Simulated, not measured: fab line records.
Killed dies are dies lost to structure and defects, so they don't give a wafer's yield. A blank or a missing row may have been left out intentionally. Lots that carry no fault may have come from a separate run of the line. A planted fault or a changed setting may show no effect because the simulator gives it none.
fab line records	flow nand_harc
[record] lots = 24	wafers = 72	last_day = 24
route steps=1159 shown A_WL_FILL@810 A_CONTACT@862
lots with no fault: from the same line, run without faults
start_h: start of the lot's first displayed wafer, in hours after the record's first day	wait_h: how many hours have passed since the lot's step before this one	" identical to the entry in the row above	L1.1+2: a single row standing in for several wafers	- value missing, or start not given	* or withheld: withheld	< > ~ a bound
route shown NAME@n: names a module that has steps shown in the file, with the first one's number in the route	usual: the fault-free wafers' mean and standard deviation	same: alike in all rows	chamber/n: place in a boat	sites: the reading at each site	_std_site: standard deviation of those values	_edge_site: inner sites' mean taken away from outer sites' mean	radius_mm: for every site, how far away it sits from the centre of the wafer	mask NAME#n: copy n	behind: the last tool/chamber to shape the wafer	hold: why the lot went on hold/how many hours it stayed there/how the hold came to an end	device: whichever transistor did not switch (one of n, p or np)	end of line: the same wafers' tests at the end of the route	a step with no rows: only its recipe	killed: the dies lost at the first sort to structure and to defects; this is not the yield of the wafer	map: dies across one wafer; x = killed, . = not, _ = none there
set.NAME: the setting that was run; set.NAME@STEP: the one run at that earlier step	model.NAME: the simulator's own value behind a step, which no gauge read
route steps across a sampled set of lots; one table per step, one row per wafer
services: when a tool's chamber went out of use (start_h, in hours from the record's first day, below 0 if earlier), for how many hours, and the reason
[[steps]]
[step NHARC_A_WL_FILL_RTA_01]
[recipe] temp_c = 1000	time_s = 5
[usual] lamp_power_pct = 26.9/2.5	lamp_zone_4_pct = 26.9/2.5	wafer_temp_C_max = 1007.0/1.5
lot.wafer	tool	chamber	start_h	wait_h	lamp_power_pct	lamp_zone_4_pct	wafer_temp_C_max
L074.1	rtp_anneal-01	0	324.04	-	24.8	24.8	1007.0
L074.5	"	0	"	"	24.8	24.9	1005.0
L074.6	"	0	"	"	24.8	24.8	1006.6
L077.1	rtp_anneal-01	0	337.57	-	24.8	24.8	1006.3
L077.5	"	0	"	"	24.8	24.8	1007.1
L077.6	"	0	"	"	24.8	24.8	1007.1
L075.1	rtp_anneal-01	0	337.75	-	24.8	24.7	1005.8
L075.2	"	0	"	"	24.8	24.8	1008.5
L075.4	"	0	"	"	24.8	24.8	1006.8
L078.1	rtp_anneal-01	0	348.26	-	24.8	24.8	1006.2
L078.2	"	0	"	"	24.8	24.8	1005.7
L078.6	"	0	"	"	24.8	24.8	1006.4
L076.2	rtp_anneal-01	0	348.46	-	24.7	24.8	1005.3
L076.4	"	0	"	"	24.8	24.7	1007.4
L076.6	"	0	"	"	24.8	24.8	1006.7
L079.1	rtp_anneal-02	0	348.49	-	29.9	29.9	1008.3
L079.2	"	0	"	"	29.9	29.8	1005.9
L079.3	"	0	"	"	29.9	29.9	1007.8
L080.2	rtp_anneal-01	0	377.23	-	24.8	24.8	1004.7
L080.5	"	0	"	"	24.8	24.8	1006.2
L080.6	"	0	"	"	24.8	24.8	1004.3
L082.1	rtp_anneal-01	0	377.37	-	24.8	24.8	1005.2
L082.3	"	0	"	"	24.8	24.8	1006.3
L082.6	"	0	"	"	24.8	24.8	1006.2
L081.1	rtp_anneal-01	0	377.54	-	24.8	24.8	1005.6
L081.5	"	0	"	"	24.8	24.8	1007.1
L081.6	"	0	"	"	24.8	24.7	1006.0
L083.4	rtp_anneal-02	0	391.28	-	29.9	29.9	1010.5
L083.5	"	0	"	"	29.9	29.8	1008.1
L083.6	"	0	"	"	29.8	29.8	1005.7
L084.1	rtp_anneal-01	0	397.09	-	24.8	24.7	1007.2
L084.4	"	0	"	"	24.8	24.8	1005.8
L084.6	"	0	"	"	24.8	24.8	1004.7
L086.2	rtp_anneal-01	0	397.29	0.4	24.8	24.8	1007.0
L086.5	"	0	"	"	24.8	24.8	1006.3
L086.6	"	0	"	"	24.8	24.8	1005.6
L085.2	rtp_anneal-02	0	400.77	-	29.8	29.8	1008.0
L085.4	"	0	"	"	29.8	29.8	1007.7
L085.6	"	0	"	"	29.9	29.9	1006.5
L089.3	rtp_anneal-02	0	427.98	-	29.9	29.8	1009.4
L089.4	"	0	"	"	29.8	29.9	1008.2
L089.6	"	0	"	"	29.9	29.8	1007.4
L087.1	rtp_anneal-02	0	428.09	-	30.0	29.9	1006.5
L087.4	"	0	"	"	29.8	29.9	1007.5
L087.6	"	0	"	"	29.9	29.9	1006.9
L091.1	rtp_anneal-01	0	430.98	-	24.8	24.8	1004.8
L091.3	"	0	"	"	24.8	24.8	1004.7
L091.6	"	0	"	"	24.8	24.8	1005.4
L090.1	rtp_anneal-02	0	431.01	-	29.9	29.9	1006.8
L090.5	"	0	"	"	29.9	29.8	1007.7
L090.6	"	0	"	"	29.9	29.9	1007.6
L088.3	rtp_anneal-01	0	431.21	-	24.8	24.8	1004.5
L088.4	"	0	"	"	24.8	24.8	1005.0
L088.5	"	0	"	"	24.8	24.8	1007.7
L094.2	rtp_anneal-01	0	444.71	-	24.8	24.8	1006.9
L094.3	"	0	"	"	24.8	24.8	1006.1
L094.6	"	0	"	"	24.9	24.8	1007.8
L093.1	rtp_anneal-02	0	444.72	-	29.9	29.9	1011.8
L093.2	"	0	"	"	29.9	29.8	1009.4
L093.4	"	0	"	"	29.9	29.8	1009.2
L095.1	rtp_anneal-02	0	444.88	-	29.9	29.9	1006.0
L095.5	"	0	"	"	29.9	29.9	1007.8
L095.6	"	0	"	"	29.9	29.9	1006.3
L092.1	rtp_anneal-02	0	460.23	-	29.9	29.8	1011.6
L092.5	"	0	"	"	29.9	29.9	1009.0
L092.6	"	0	"	"	29.9	29.9	1008.5
L097.3	rtp_anneal-01	0	469.85	-	24.8	24.8	1006.6
L097.5	"	0	"	"	24.8	24.8	1005.6
L097.6	"	0	"	"	24.8	24.8	1008.5
L096.3	rtp_anneal-02	0	469.90	-	29.9	29.9	1010.2
L096.4	"	0	"	"	29.9	29.8	1005.8
L096.6	"	0	"	"	29.9	29.9	1008.6
[step NHARC_A_WL_FILL_ETCHBACK_04]
[recipe] target_depth_a = 600	time_s = 120	chemistry = NF3
[usual] drypump_motor_current_A = 5.27/0.18	oes_product_au = 1.003/0.011
lot.wafer	tool	chamber	start_h	wait_h	drypump_motor_current_A	oes_product_au	rf_hours_counter_h
L074.1	rie_metal-03	0	332.32	2.4	5.35	1.022	1.1
L074.6	"	1	"	"	5.49	1.015	-
L074.5	"	0	"	"	5.35	1.015	-
L075.1	rie_metal-03	1	343.79	2.4	5.48	1.016	1.6
L075.2	"	1	"	"	5.49	1.016	-
L075.4	"	1	"	"	5.48	1.020	-
L077.1	rie_metal-01	1	345.91	5.2	5.06	1.004	0.2
L077.6	"	0	"	"	5.22	1.003	-
L077.5	"	1	"	"	5.04	1.002	-
L078.1	rie_metal-02	1	352.23	2.8	5.01	0.999	4.3
L078.2	"	1	"	"	5.00	0.999	-
L078.6	"	1	"	"	5.01	0.997	-
L076.2	rie_metal-01	0	352.76	2.9	5.25	0.994	0.7
L076.4	"	1	"	"	5.05	0.990	-
L076.6	"	1	"	"	5.03	1.005	-
L079.1	rie_metal-02	1	355.03	2.4	5.00	1.006	4.7
L079.2	"	1	"	"	4.99	0.987	-
L079.3	"	1	"	"	5.01	0.991	-
L080.2	rie_metal-03	1	381.08	2.3	5.48	1.002	3.0
L080.6	"	1	"	"	5.49	1.006	-
L080.5	"	0	"	"	5.33	1.005	-
L082.1	rie_metal-02	0	383.99	2.4	5.42	1.002	4.5
L082.3	"	1	"	"	5.02	0.989	-
L082.6	"	1	"	"	5.03	0.997	-
L081.1	rie_metal-01	1	386.85	2.9	5.11	0.994	1.6
L081.6	"	1	"	"	5.05	0.993	-
L081.5	"	0	"	"	5.25	0.994	-
L083.4	rie_metal-03	0	395.23	1.5	5.33	1.024	-
L083.6	"	0	"	"	5.33	1.015	-
L083.5	"	1	"	"	5.47	1.015	-
L084.1	rie_metal-01	0	401.63	2.8	5.23	1.006	2.0
L084.4	"	0	"	"	5.22	1.002	-
L084.6	"	1	"	"	5.05	0.998	-
L086.2	rie_metal-03	1	404.45	2.4	5.52	1.007	3.9
L086.5	"	1	"	"	5.51	1.024	-
L086.6	"	0	"	"	5.31	1.011	-
L085.2	rie_metal-03	0	407.73	2.4	5.36	1.012	3.7
L085.4	"	0	"	"	5.33	1.022	-
L085.6	"	1	"	"	5.49	1.015	-
L089.3	rie_metal-01	1	431.97	1.5	5.06	0.996	-
L089.4	"	0	"	"	5.22	0.989	-
L089.6	"	0	"	"	5.21	1.003	-
L087.1	rie_metal-02	0	432.40	2.4	5.42	0.993	0.6
L087.4	"	0	"	"	5.42	0.997	-
L087.6	"	0	"	"	5.42	0.994	-
L091.1	rie_metal-03	1	435.21	2.4	5.48	1.010	4.7
L091.3	"	0	"	"	5.32	1.001	-
L091.6	"	1	"	"	5.51	1.005	-
L090.1	rie_metal-01	1	435.29	2.9	5.06	0.992	2.9
L090.5	"	0	"	"	5.17	0.995	-
L090.6	"	1	"	"	5.07	0.999	-
L088.4	rie_metal-03	0	438.04	2.0	5.34	0.998	-
L088.3	"	1	"	"	5.49	1.006	-
L088.5	"	0	"	"	5.31	1.010	-
L094.2	rie_metal-01	1	448.66	2.8	5.06	0.982	3.5
L094.3	"	0	"	"	5.21	0.991	-
L094.6	"	1	"	"	5.05	0.999	-
L093.1	rie_metal-02	0	449.37	2.4	5.42	0.982	2.2
L093.2	"	0	"	"	5.43	0.999	-
L093.4	"	0	"	"	5.44	0.989	-
L095.1	rie_metal-03	0	451.48	2.8	5.35	1.015	5.2
L095.6	"	0	"	"	5.34	1.016	-
L095.5	"	1	"	"	5.48	1.007	-
L092.1	rie_metal-02	1	465.03	2.4	5.01	1.002	0.7
L092.5	"	1	"	"	4.98	1.001	-
L092.6	"	0	"	"	5.41	1.004	-
L097.3	rie_metal-01	1	474.18	1.5	5.07	0.995	-
L097.6	"	1	"	"	5.08	1.003	-
L097.5	"	0	"	"	5.21	1.009	-
L096.3	rie_metal-02	1	477.82	1.5	5.00	0.990	-
L096.4	"	0	"	"	5.44	0.990	-
L096.6	"	0	"	"	5.42	0.984	-
[step NHARC_A_CONTACT_ETCH_111]
[recipe] source_w = withheld	pressure_mtorr = 20	bias_v = withheld	time_s = 140	target_depth_a = 7000	ar_flow_sccm = withheld	c4f8_flow_sccm = withheld	o2_flow_sccm = withheld	chemistry = C4F8/O2/Ar
[usual] oes_air_line_au = 1.000/0.022
lot.wafer	tool	chamber	start_h	wait_h	oes_air_line_au	rf_hours_counter_h
L074.1	har_cap_etch-01	0	364.17	-	0.963	54
L074.6	"	1	"	"	1.001	-
L074.5	"	0	"	"	0.977	-
L077.1	har_cap_etch-03	0	376.83	-	0.980	83
L077.6	"	1	"	"	1.007	-
L077.5	"	0	"	"	0.958	-
L075.1	har_cap_etch-01	0	377.05	-	0.996	57
L075.2	"	1	"	"	0.987	57
L075.4	"	0	"	"	1.013	-
L079.1	har_cap_etch-03	0	380.91	-	0.989	84
L079.2	"	1	"	"	0.968	84
L079.3	"	0	"	"	0.995	-
L078.1	har_cap_etch-01	1	381.36	-	0.998	58
L078.2	"	0	"	"	0.954	58
L078.6	"	0	"	"	0.991	-
L076.2	har_cap_etch-03	1	384.14	-	0.973	85
L076.4	"	1	"	"	0.977	-
L076.6	"	0	"	"	0.994	-
L080.2	har_cap_etch-02	0	407.59	-	1.000	14
L080.6	"	0	"	"	0.997	-
L080.5	"	1	"	"	0.986	-
L082.1	har_cap_etch-01	0	417.76	-	0.977	63
L082.3	"	1	"	"	1.006	-
L082.6	"	1	"	"	1.029	-
L081.1	har_cap_etch-02	1	420.96	-	0.954	15
L081.6	"	0	"	"	0.992	-
L081.5	"	1	"	"	0.953	-
L083.4	har_cap_etch-03	0	423.88	-	1.014	-
L083.6	"	0	"	"	0.996	-
L083.5	"	1	"	"	0.997	-
L086.2	har_cap_etch-03	0	430.12	-	0.995	91
L086.5	"	0	"	"	1.008	-
L086.6	"	1	"	"	1.048	-
L084.1	har_cap_etch-02	1	430.97	-	1.003	18
L084.4	"	0	"	"	0.969	-
L084.6	"	0	"	"	1.005	-
L085.2	har_cap_etch-01	1	438.61	-	0.974	68
L085.4	"	1	"	"	0.976	-
L085.6	"	1	"	"	1.003	-
L089.4	har_cap_etch-01	1	459.97	-	0.998	-
L089.3	"	0	"	"	0.993	-
L089.6	"	0	"	"	0.998	-
L087.1	har_cap_etch-02	1	461.99	-	1.005	22
L087.4	"	1	"	"	0.994	-
L087.6	"	1	"	"	1.037	-
L091.1	har_cap_etch-03	1	466.15	-	0.980	97
L091.3	"	0	"	"	1.017	-
L091.6	"	1	"	"	1.001	-
L090.1	har_cap_etch-01	1	468.30	-	0.988	72
L090.6	"	0	"	"	0.990	-
L090.5	"	1	"	"	1.043	-
L088.4	har_cap_etch-01	0	472.20	-	1.000	-
L088.3	"	1	"	"	0.980	-
L088.5	"	1	"	"	1.012	-
L093.1	har_cap_etch-01	1	475.86	-	0.982	74
L093.2	"	0	"	"	1.009	74
L093.4	"	0	"	"	1.009	-
L095.1	har_cap_etch-02	1	477.30	-	1.066	26
L095.5	"	1	"	"	1.030	-
L095.6	"	0	"	"	0.993	-
L094.2	har_cap_etch-03	1	483.15	-	0.990	101
L094.3	"	0	"	"	1.046	-
L094.6	"	0	"	"	1.021	-
L092.1	har_cap_etch-01	0	497.66	-	0.964	79
L092.6	"	0	"	"	0.955	-
L092.5	"	1	"	"	0.993	-
L097.3	har_cap_etch-02	1	503.72	-	0.982	-
L097.6	"	1	"	"	1.017	-
L097.5	"	0	"	"	1.000	-
L096.3	har_cap_etch-01	0	504.58	-	1.000	-
L096.4	"	1	"	"	1.004	-
L096.6	"	1	"	"	1.051	-
[step NHARC_A_CONTACT_ETCH_119]
[recipe] source_w = withheld	pressure_mtorr = 20	bias_v = 3000	time_s = 94	target_depth_a = 9220	ar_flow_sccm = withheld	c4f8_flow_sccm = withheld	o2_flow_sccm = withheld	chemistry = C4F8/O2/Ar
[usual] oes_air_line_au = 0.994/0.019
lot.wafer	tool	chamber	start_h	wait_h	oes_air_line_au	rf_hours_counter_h
L074.1	har_cap_etch-01	0	364.98	0.1	1.009	55
L074.6	"	1	"	"	1.016	-
L074.5	"	0	"	"	0.989	-
L077.1	har_cap_etch-03	0	377.65	0.1	0.989	83
L077.6	"	1	"	"	0.935	-
L077.5	"	0	"	"	0.959	-
L075.1	har_cap_etch-01	0	377.89	0.1	0.988	58
L075.2	"	1	"	"	1.022	58
L075.4	"	0	"	"	1.007	-
L079.1	har_cap_etch-03	0	381.74	0.1	1.027	84
L079.2	"	1	"	"	1.015	84
L079.3	"	0	"	"	1.016	-
L078.1	har_cap_etch-01	1	382.19	0.1	0.962	59
L078.2	"	0	"	"	1.006	59
L078.6	"	0	"	"	1.037	-
L076.2	har_cap_etch-03	1	384.97	0.1	1.004	86
L076.4	"	1	"	"	1.012	-
L076.6	"	0	"	"	1.006	-
L080.2	har_cap_etch-02	0	408.42	0.1	1.030	15
L080.6	"	0	"	"	0.989	-
L080.5	"	1	"	"	0.985	-
L082.1	har_cap_etch-01	0	418.58	0.1	0.996	64
L082.3	"	1	"	"	1.013	-
L082.6	"	1	"	"	0.988	-
L081.1	har_cap_etch-02	1	421.78	0.1	1.001	16
L081.6	"	0	"	"	1.015	-
L081.5	"	1	"	"	1.006	-
L083.4	har_cap_etch-03	0	424.68	0.1	0.996	-
L083.6	"	0	"	"	0.997	-
L083.5	"	1	"	"	0.979	-
L086.2	har_cap_etch-03	0	430.95	0.1	0.964	92
L086.5	"	0	"	"	1.000	-
L086.6	"	1	"	"	1.021	-
L084.1	har_cap_etch-02	1	431.79	0.1	0.996	18
L084.4	"	0	"	"	1.007	-
L084.6	"	0	"	"	1.001	-
L085.2	har_cap_etch-01	1	439.43	0.1	0.986	69
L085.4	"	1	"	"	0.991	-
L085.6	"	1	"	"	0.968	-
L089.4	har_cap_etch-01	1	460.76	0.1	0.961	-
L089.3	"	0	"	"	0.982	-
L089.6	"	0	"	"	0.980	-
L087.1	har_cap_etch-02	1	462.81	0.1	1.036	22
L087.4	"	1	"	"	0.997	-
L087.6	"	1	"	"	1.005	-
L091.1	har_cap_etch-03	1	466.98	0.1	0.975	97
L091.3	"	0	"	"	0.968	-
L091.6	"	1	"	"	0.982	-
L090.1	har_cap_etch-01	1	469.13	0.1	0.966	73
L090.6	"	0	"	"	0.984	-
L090.5	"	1	"	"	0.968	-
L088.4	har_cap_etch-01	0	473.00	0.1	1.000	-
L088.3	"	1	"	"	1.001	-
L088.5	"	1	"	"	1.015	-
L093.1	har_cap_etch-01	1	476.69	0.1	0.984	75
L093.2	"	0	"	"	1.001	75
L093.4	"	0	"	"	0.992	-
L095.1	har_cap_etch-02	1	478.14	0.1	1.013	26
L095.5	"	1	"	"	1.007	-
L095.6	"	0	"	"	1.006	-
L094.2	har_cap_etch-03	1	483.98	0.1	1.001	102
L094.3	"	0	"	"	0.967	-
L094.6	"	0	"	"	0.969	-
L092.1	har_cap_etch-01	0	498.50	0.1	1.020	80
L092.6	"	0	"	"	0.978	-
L092.5	"	1	"	"	0.978	-
L097.3	har_cap_etch-02	1	504.52	0.1	0.984	-
L097.6	"	1	"	"	0.991	-
L097.5	"	0	"	"	1.005	-
L096.3	har_cap_etch-01	0	505.38	0.1	0.977	-
L096.4	"	1	"	"	0.989	-
L096.6	"	1	"	"	1.007	-
[step NHARC_A_CONTACT_ETCH_96]
[recipe] target_depth_a = 200	over_etch_frac = 0.5	time_s = 10	ion_energy_ev = 250	c4f6_flow_sccm = 25	o2_flow_sccm = 20	ar_flow_sccm = 500	rf_w = 600	bias_w = 500	chemistry = C4F6/O2
[usual] drypump_motor_current_A = 5.8/0.54	mfc_ar_sccm = 500.1/1.4	o2_flow_sccm = 19.99/0.058	oes_product_au = 0.971/0.028	rf_vpp_V = 548/3.3	showerhead_plenum_p_Torr = 3.96/0.15	throttle_valve_pct = 26.904/0.0094
lot.wafer	tool	chamber	start_h	wait_h	drypump_motor_current_A	mfc_ar_sccm	o2_flow_sccm	oes_product_au	rf_hours_counter_h	rf_vpp_V	showerhead_plenum_p_Torr	throttle_valve_pct
L074.1	rie_diel-05	1	-	-	5.9	500.0	20.04	0.995	6	550	4.10	26.911
L074.6	"	2	"	"	5.6	501.2	20.01	1.001	-	547	3.92	26.908
L074.5	"	3	"	"	6.2	498.2	19.97	0.988	-	547	3.95	26.910
L077.1	rie_diel-06	3	-	-	6.7	497.1	20.12	0.935	27	552	4.09	26.919
L077.5	"	1	"	"	5.5	499.3	19.93	0.926	-	541	3.67	26.910
L077.6	"	2	"	"	5.0	500.0	19.99	0.939	-	550	4.09	26.914
L075.1	rie_diel-06	0	-	-	5.3	499.1	20.05	1.009	25	545	3.87	26.897
L075.4	"	1	"	"	5.5	498.6	19.98	0.997	26	541	3.67	26.909
L075.2	"	3	"	"	6.7	501.8	19.92	0.991	28	551	4.09	26.906
L079.1	rie_diel-06	3	-	-	6.6	499.0	19.96	0.993	28	550	4.09	26.904
L079.3	"	1	"	"	5.4	499.4	20.03	0.987	26	543	3.67	26.902
L079.2	"	2	"	"	5.0	500.5	19.93	1.008	27	551	4.10	26.895
L078.1	rie_diel-06	3	-	-	6.7	501.9	20.01	0.992	28	549	4.09	26.897
L078.2	"	1	"	"	5.4	500.7	20.01	0.981	27	540	3.67	26.917
L078.6	"	2	"	"	5.0	501.7	19.94	1.000	-	550	4.10	26.908
L076.4	rie_diel-05	2	-	-	5.6	499.2	19.99	0.957	13	547	3.92	26.902
L076.2	"	3	"	"	6.3	498.9	20.04	0.927	15	546	3.94	26.896
L076.6	"	1	"	"	5.9	501.1	19.98	0.945	-	551	4.10	26.904
L080.2	rie_diel-06	3	-	-	6.7	500.3	19.99	0.939	32	551	4.09	26.900
L080.5	"	2	"	"	5.0	503.2	20.02	0.947	-	550	4.09	26.910
L080.6	"	3	"	"	6.6	499.3	19.97	0.943	-	551	4.09	26.901
L082.1	rie_diel-13	0	-	-	5.9	500.8	19.97	0.958	52	554	4.19	26.904
L082.3	"	3	"	"	6.4	501.9	20.12	0.958	53	548	4.03	26.895
L082.6	"	0	"	"	5.9	499.6	19.95	0.955	-	552	4.19	26.912
L081.1	rie_diel-13	1	-	-	6.2	499.6	19.99	0.951	52	543	3.80	26.904
L081.6	"	2	"	"	5.7	499.6	19.98	0.970	-	547	3.93	26.889
L081.5	"	3	"	"	6.4	499.0	20.01	0.951	-	549	4.03	26.903
L083.4	rie_diel-05	2	-	-	5.7	501.5	19.95	0.935	29	547	3.91	26.897
L083.6	"	2	"	"	5.7	499.4	19.91	0.938	-	547	3.91	26.905
L083.5	"	3	"	"	6.3	500.8	20.03	0.931	-	548	3.93	26.898
L086.2	rie_diel-06	3	-	-	6.7	499.3	20.00	0.957	1	548	4.09	26.897
L086.6	"	3	"	"	6.7	500.6	20.05	0.962	-	551	4.09	26.896
L086.5	"	0	"	"	5.3	498.9	20.02	0.956	-	547	3.87	26.902
L084.4	rie_diel-06	3	-	-	6.6	499.7	19.95	1.001	2	550	4.09	26.907
L084.1	"	1	"	"	5.4	500.2	19.98	0.996	1	542	3.66	26.893
L084.6	"	3	"	"	6.7	502.5	20.00	1.014	-	550	4.09	26.910
L085.4	rie_diel-06	2	-	-	5.0	499.1	20.00	1.008	2	551	4.09	26.915
L085.2	"	3	"	"	6.7	502.1	20.04	1.009	3	550	4.09	26.886
L085.6	"	2	"	"	5.0	499.7	20.07	1.012	-	550	4.09	26.897
L089.3	rie_diel-05	0	-	-	6.1	499.5	20.01	0.936	44	551	4.12	26.904
L089.4	"	1	"	"	5.9	497.6	19.95	0.944	43	551	4.08	26.898
L089.6	"	0	"	"	6.1	498.2	19.93	0.936	-	550	4.12	26.904
L087.4	rie_diel-06	0	-	-	5.3	499.3	19.92	0.949	7	544	3.86	26.905
L087.1	"	2	"	"	5.0	501.5	19.94	0.954	7	550	4.09	26.916
L087.6	"	1	"	"	5.5	501.7	20.02	0.951	-	542	3.66	26.903
L091.1	rie_diel-13	1	-	-	6.3	501.7	20.08	0.991	1	543	3.80	26.912
L091.3	"	2	"	"	5.8	498.6	19.93	0.996	2	547	3.92	26.891
L091.6	"	1	"	"	6.2	501.1	19.97	0.977	-	544	3.80	26.909
L090.1	rie_diel-13	2	-	-	5.8	502.7	20.09	0.990	2	547	3.92	26.897
L090.6	"	1	"	"	6.3	501.1	20.08	0.995	-	544	3.80	26.896
L090.5	"	2	"	"	5.8	501.9	20.07	1.000	-	547	3.92	26.909
L088.4	rie_diel-06	3	-	-	6.6	499.8	20.13	1.001	9	551	4.08	26.900
L088.3	"	0	"	"	5.3	498.7	19.91	0.988	9	545	3.86	26.905
L088.5	"	2	"	"	5.1	499.8	19.98	1.000	-	551	4.09	26.917
L093.2	rie_diel-13	2	-	-	5.8	501.9	20.04	0.938	7	546	3.92	26.916
L093.1	"	3	"	"	6.4	498.2	20.04	0.933	7	549	4.02	26.901
L093.4	"	0	"	"	5.9	502.6	20.10	0.925	5	551	4.18	26.903
L095.1	rie_diel-13	0	-	-	5.9	498.8	19.88	0.960	6	551	4.18	26.914
L095.6	"	0	"	"	5.9	501.4	20.01	0.964	-	554	4.18	26.926
L095.5	"	1	"	"	6.2	501.6	19.92	0.946	-	542	3.79	26.899
L094.3	rie_diel-06	3	-	-	6.7	500.7	19.98	1.001	10	550	4.08	26.898
L094.2	"	1	"	"	5.5	501.1	20.11	0.963	13	540	3.66	26.902
L094.6	"	3	"	"	6.6	502.3	19.90	1.005	-	550	4.08	26.920
L092.1	rie_diel-13	3	-	-	6.4	500.4	19.92	0.995	13	550	4.01	26.900
L092.5	"	2	"	"	5.8	499.3	19.98	0.993	-	548	3.92	26.910
L092.6	"	3	"	"	6.4	500.7	20.01	1.002	-	549	4.01	26.899
L097.3	rie_diel-06	1	-	-	5.5	500.6	19.96	0.945	16	542	3.66	26.893
L097.5	"	2	"	"	5.0	501.0	19.93	0.964	-	550	4.08	26.919
L097.6	"	3	"	"	6.7	499.9	19.94	0.956	-	549	4.08	26.913
L096.4	rie_diel-06	1	-	-	5.4	500.2	19.98	1.002	16	541	3.66	26.912
L096.3	"	2	"	"	5.1	499.3	19.95	1.017	18	550	4.08	26.894
L096.6	"	3	"	"	6.6	496.7	19.96	1.008	-	549	4.08	26.917
[step NHARC_A_CONTACT_DEP_58]
[recipe] target_thk_a = 600	target_thk_nm = 60	temp_c = 400	pressure_torr = 3.5	flow_sccm = 200	rf_w = 350	material = SiON
[usual] heater_power_w = 762/65
lot.wafer	tool	chamber	start_h	wait_h	heater_power_w
L074.1	pecvd-01	0	369.19	1.7	776
L074.6	"	1	"	"	850
L074.5	"	2	"	"	806
L077.1	pecvd-02	2	382.25	1.5	817
L077.5	"	1	"	"	747
L077.6	"	2	"	"	812
L075.1	pecvd-02	1	382.64	1.5	761
L075.2	"	2	"	"	732
L075.4	"	2	"	"	726
L079.3	pecvd-01	2	385.87	0.9	778
L079.1	"	0	"	"	763
L079.2	"	1	"	"	830
L078.1	pecvd-01	1	386.50	1.5	789
L078.2	"	2	"	"	863
L078.6	"	0	"	"	756
L076.2	pecvd-01	0	388.84	1.2	794
L076.4	"	2	"	"	723
L076.6	"	1	"	"	719
L080.2	pecvd-04	2	414.87	1.2	587
L080.5	"	1	"	"	791
L080.6	"	2	"	"	572
L082.1	pecvd-02	1	423.63	1.5	774
L082.3	"	2	"	"	831
L082.6	"	0	"	"	818
L081.1	pecvd-04	0	426.54	1.5	762
L081.6	"	2	"	"	574
L081.5	"	0	"	"	763
L083.4	pecvd-02	0	430.47	0.7	754
L083.5	"	1	"	"	726
L083.6	"	2	"	"	853
L086.2	pecvd-02	1	439.73	1.2	811
L086.5	"	1	"	"	805
L086.6	"	0	"	"	772
L084.1	pecvd-04	1	440.78	1.5	725
L084.4	"	0	"	"	737
L084.6	"	1	"	"	749
L085.2	pecvd-01	0	443.32	1.2	705
L085.6	"	1	"	"	734
L085.4	"	0	"	"	736
L089.3	pecvd-04	0	467.91	1.2	740
L089.6	"	2	"	"	597
L089.4	"	0	"	"	722
L087.1	pecvd-01	1	468.05	1.9	751
L087.4	"	1	"	"	736
L087.6	"	2	"	"	839
L091.1	pecvd-02	2	471.62	1.5	753
L091.3	"	0	"	"	831
L091.6	"	2	"	"	771
L090.1	pecvd-02	2	473.17	1.4	784
L090.5	"	2	"	"	780
L090.6	"	1	"	"	740
L088.3	pecvd-04	1	478.66	0.9	740
L088.5	"	0	"	"	657
L088.4	"	1	"	"	727
L093.1	pecvd-02	2	483.61	1.5	808
L093.2	"	1	"	"	678
L093.4	"	2	"	"	790
L095.1	pecvd-04	2	485.81	1.9	628
L095.5	"	1	"	"	729
L095.6	"	0	"	"	767
L094.3	pecvd-02	0	491.40	0.9	724
L094.2	"	1	"	"	771
L094.6	"	2	"	"	821
L092.1	pecvd-02	0	503.17	1.4	810
L092.6	"	0	"	"	830
L092.5	"	2	"	"	834
L097.3	pecvd-01	0	508.42	0.9	699
L097.6	"	2	"	"	845
L097.5	"	0	"	"	715
L096.3	pecvd-02	0	510.39	0.9	780
L096.4	"	2	"	"	817
L096.6	"	0	"	"	781
[[services]]
tool	chamber	start_h	hours	kind
har_cap_etch-03	-	302.25	1.9	repair
har_cap_etch-02	-	305.00	17.0	pm
rie_metal-01	-	317.57	0.9	repair
pecvd-02	1	318.95	13.3	repair
rie_diel-06	0	321.70	2.8	repair
rie_metal-01	-	332.00	9.0	pm
pecvd-02	-	334.89	13.0	pm
rie_diel-05	-	341.54	9.0	pm
rie_metal-03	0	343.09	2.8	repair
rie_metal-02	0	347.29	8.6	repair
rie_diel-05	2	373.55	2.0	repair
pecvd-04	-	376.80	13.0	pm
rie_metal-02	-	388.00	9.0	pm
pecvd-04	-	391.06	0.7	repair
rie_diel-06	-	418.20	9.0	pm
pecvd-01	-	418.57	13.0	pm
rie_metal-02	1	430.40	27.4	repair
pecvd-01	0	451.17	19.6	repair
rie_metal-03	-	453.00	9.0	pm
rie_diel-13	-	453.14	9.0	pm
rie_diel-06	3	475.93	7.0	repair
rie_diel-05	2	479.22	14.6	repair
rie_metal-01	-	486.95	1.1	repair
rie_metal-01	-	509.00	9.0	pm
[[key]]
fault none
